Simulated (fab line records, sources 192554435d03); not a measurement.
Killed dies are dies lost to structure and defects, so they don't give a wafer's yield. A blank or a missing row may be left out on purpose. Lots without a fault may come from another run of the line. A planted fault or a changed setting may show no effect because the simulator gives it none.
Split-lot experiment | flow n5_finfet | 7 lots, 21 wafers read, on a route of 1938 steps

THE SPLIT
At N5_HKMG_FIN_HK_ALD_01 (deposits HfO2, target thk 1.6 nm, pulse time 3 s, purge time 3 s), the setting ald_cycles was moved away from the recipe's 30 on 6 of the 21 wafers read, by -13.3% to +6.7%. The other wafers ran this setting at the recipe's value.

FROM THE SPLIT TO THE READING: what the file shows between them, 4 steps
- N5_HKMG_FIN_HK_ANNEAL_02: time 30 s
- N5_HKMG_FIN_ALD_74: deposits La2O3, target thk 0.5 nm, pulse time 6 s, co reactant pulse time 1 s
- N5_HKMG_FIN_WET_ETCH_82: etches La2O3 in dHCl, stops on HfO2, target depth 2 nm, rinse time 30 s
- N5_HKMG_FIN_ALD_36: deposits TiN, target thk 1 nm, pulse time 1 s, purge time 3 s

THE READING
HK_THK, in nm, at N5_HKMG_FIN_THK_MEAS_70 (measures by xrf). Fault-free wafers of this fab line usually give 1.606 nm, standard deviation 0.02 nm.

wafer  | tool, chamber at the split | ald_cycles as run | against the recipe | HK_THK, nm | against lot-mates on the recipe
L079.1 | ald_hk-02, 0,2             | 30                | recipe             | 1.597      | -
L079.2 | ald_hk-02, 0,2             | 30                | recipe             | 1.624      | -
L079.5 | ald_hk-02, 0               | 32                | +6.7%              | 1.715      | +0.105
L081.1 | ald_hk-03, 2,3,0           | 30                | recipe             | 1.589      | -
L081.4 | ald_hk-03, 2,3,0           | 30                | recipe             | 1.600      | -
L081.5 | ald_hk-03, 2,3,0           | 30                | recipe             | 1.604      | -
L082.2 | ald_hk-03, 0,3,2           | 28                | -6.7%              | 1.517      | no lot-mate on the recipe
L082.4 | ald_hk-03, 0,3,2           | 28                | -6.7%              | 1.482      | no lot-mate on the recipe
L082.5 | ald_hk-03, 0,3,2           | 28                | -6.7%              | 1.471      | no lot-mate on the recipe
L086.1 | ald_hk-01, 3,3,2           | 30                | recipe             | 1.609      | -
L086.5 | ald_hk-01, 3,3,2           | 30                | recipe             | 1.614      | -
L086.6 | ald_hk-01, 3,3,2           | 30                | recipe             | 1.605      | -
L087.1 | ald_hk-03, 0,3,1           | 30                | recipe             | 1.608      | -
L087.2 | ald_hk-03, 0,3,1           | 30                | recipe             | 1.607      | -
L087.5 | ald_hk-03, 0,3,1           | 30                | recipe             | 1.603      | -
L090.1 | ald_hk-01, 2,1             | 26                | -13.3%             | 1.425      | -0.179
L090.5 | ald_hk-01, 0               | 30                | recipe             | 1.604      | -
L090.6 | ald_hk-01, 2,1             | 26                | -13.3%             | 1.398      | -0.206
L096.2 | ald_hk-03, 2,1,0           | 30                | recipe             | 1.566      | -
L096.5 | ald_hk-03, 2,1,0           | 30                | recipe             | 1.614      | -
L096.6 | ald_hk-03, 2,1,0           | 30                | recipe             | 1.643      | -
Where a row lists several chambers, the file gives one row for several wafers and doesn't say which wafer went through which chamber.

THE FIT
A straight line over all 21 wafers: HK_THK changes by +0.0154 nm for each +1% of ald_cycles; r = +0.97; the points scatter about the line by 0.018 nm.
The same after taking each lot's own level away (the mean of its wafers on the recipe; 18 wafers): +0.0146 nm for each +1%; r = +0.98; scatter 0.016 nm.
On that fit, the largest move of ald_cycles shifts the reading by 0.19 nm.
The lots' own levels span 1.5977 to 1.6105 nm, that is 0.6 times the standard deviation above.
So the lot-to-lot level changes the slope little: the two slopes agree.
Check: with one of the wafers moved furthest among these (-13.3%) left out of the fit, the line predicts -0.207 nm for it against its lot-mates. It came out at -0.179 nm against them.

OTHER SPLITS ON THESE WAFERS
These wafers also went through other splits before the reading. Each is held against what the fit with the lots' levels taken away leaves over:
other split on the same wafers | wafers away from the commonest value | r with HK_THK (lot level and that fit taken away)
N5_SD_EPI_N_COAT_33 spin_rpm   | 8                                    | -0.04
N5_SD_EPI_N_EXPOSE_06 dose_mj  | 7                                    | -0.13
N5_SD_EPI_P_EPI_21 time_s      | 9                                    | +0.23
N5_SD_ACTIVATION_LSA_01 temp_c | 7                                    | +0.01

THE FILE'S OWN FIT
HK_THK changes by +0.0147 nm for each +1% of ald_cycles, r = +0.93.
